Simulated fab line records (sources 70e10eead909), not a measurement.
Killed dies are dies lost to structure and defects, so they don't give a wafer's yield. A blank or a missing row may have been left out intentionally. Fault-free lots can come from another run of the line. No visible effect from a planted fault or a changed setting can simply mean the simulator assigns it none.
Chamber matching	flow nand harc	4 sister chambers for NHARC_A_STAIRCASE_ETCH_169 on rie diel-01
The step etches the open film in CH3F/O2, target depth 50 nm, time 107.1 s. 4 wafers are shown with their chamber, then 7 later ones without.

## WAFERS, EACH WITH ITS CHAMBER
wafer	chamber	drypump motor current A (A)
L184.2	2	6.6
L193.5	0	5.3
L194.2	1	5.2
L194.4	3	5.9

## WAFERS WHOSE CHAMBER IS MISSING
wafer	drypump motor current A (A)
L194.5	5.9
L200.1	5.9
L200.2	5.1
L200.3	5.2
L201.3	5.2
L201.5	5.3
L201.6	5.9

## EACH ONE'S CHAMBER
wafer	from the rows above	in truth
L194.5	3	3
L200.1	3	3
L200.2	1	1
L200.3	1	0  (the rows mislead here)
L201.3	1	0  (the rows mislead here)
L201.5	0	0
L201.6	3	3
Correct placement for 5 of the 7. Not placeable from these rows: 0. Placed wrongly: 2.
How it was worked out, from the rows above alone: a wafer's distance from a chamber is the root of the sum, over the readings, of the square of ((its reading less the chamber's mean) divided by the reading's scatter). If the next closest chamber is less than 2 further off than the closest, the wafer can't be placed; otherwise it belongs to the closest. Each chamber's mean is taken over the wafers shown for it. The scatter: with one shown wafer a chamber, the root of the mean of the squares of how far each hidden wafer lies from its nearest shown one.
